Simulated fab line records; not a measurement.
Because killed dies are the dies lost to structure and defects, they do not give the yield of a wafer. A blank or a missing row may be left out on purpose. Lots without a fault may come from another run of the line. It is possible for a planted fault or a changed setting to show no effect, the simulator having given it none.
A lot that was struck, set against a sound lot    flow nand_harc    12 out of 1159 route steps
Sound: wafers L965.1, L965.5, L965.6. Wafers L964.1, L964.2, L964.6 were the ones struck. The cause comes at the end.
Each step with rows lists, per side, the tool, then ch with its chambers, then its first start. Under that, the readings that differ: sound wafers    struck wafers    difference of the means    sigmas: that difference in standard deviations of wafers without a fault.
alike: same words and numbers on both sides, and readings whose means sit less than 2 such deviations apart. not compared: any withheld reading, any reading some wafer has no value for, any bound like >300 that may hide the same value, and any number with overlapping values for which the record gives no deviation.
Wherever a step has rows on one side only, a row that says differs or no value, or a row with sigmas, the two part there. When numbers do not overlap yet have no deviation, they are printed without sigmas and do not part them. A reading that every wafer of one side lacks parts them only if that side has two wafers or more.

NHARC_A_SOURCE_PLATE_THK_MEAS_09: measures by ellipsometry.
  sound on film_metro-01 at day 10 03:56; struck on film_metro-01 at day 10 03:58
  alike: thk_nm
then, 3 steps without rows for these wafers: NHARC_A_SOURCE_PLATE_PVD_04 (deposits WSi2, target thk 50 nm); NHARC_A_SOURCE_PLATE_CVD_03 (deposits poly-Si, target thk 200 nm, time 4000 s); NHARC_A_SOURCE_PLATE_ANNEAL_05 (time 1800 s).
NHARC_A_SOURCE_PLATE_THK_MEAS_06: measures by ellipsometry.
  sound on film_metro-01 at day 10 17:04; struck on film_metro-02 at day 10 17:04
  alike: thk_nm
NHARC_A_SOURCE_PLATE_INSPECT_08:
  sound on defect_inspect-01 at day 10 17:08; struck on defect_inspect-02 at day 10 17:08
  alike: raw_defect_count
next comes 1 step that has no rows for these wafers: NHARC_A_ONON_D1_DEP_00 (target thickness 1000 nm).
NHARC_A_ONON_D1_THK_MEAS_02: measures by ellipsometry.
  sound on film_metro-01 at day 10 17:44; struck on film_metro-01 at day 10 17:43
  alike: thk_nm
next comes 1 step that has no rows for these wafers: NHARC_A_ONON_D1_DEP_03 (target thickness 1000 nm).
NHARC_A_ONON_D1_THK_MEAS_05: measures by ellipsometry.
  sound on film_metro-02 at day 10 18:25; struck on film_metro-02 at day 10 18:17
reading      sound           struck          difference  sigmas
thk_nm (nm)  1025 1027 1025  1003 1004 1004  -22         -2
NHARC_A_ONON_D1_DEP_06: target thk 1000 nm.
  sound on pecvd_onon-04 ch 0, day 10 18:28; struck on pecvd_onon-02 ch 0, day 10 18:20
reading               sound                 struck                difference  sigmas
susceptor_temp_C (C)  399.97 400.15 400.22  423.27 423.26 423.02  +23.07      +99 or more
NHARC_A_ONON_D1_THK_MEAS_08: measures by ellipsometry.
  sound on film_metro-01 at day 10 18:59; struck on film_metro-02 at day 10 18:51
  alike: thk_nm

== WHERE THEY PART ==
Earliest at NHARC_A_ONON_D1_THK_MEAS_05; latest, in this record, at NHARC_A_ONON_D1_DEP_06. Later steps at which nothing parts them and some readings are alike: NHARC_A_ONON_D1_THK_MEAS_08.

WHY: what had been put in by the simulator
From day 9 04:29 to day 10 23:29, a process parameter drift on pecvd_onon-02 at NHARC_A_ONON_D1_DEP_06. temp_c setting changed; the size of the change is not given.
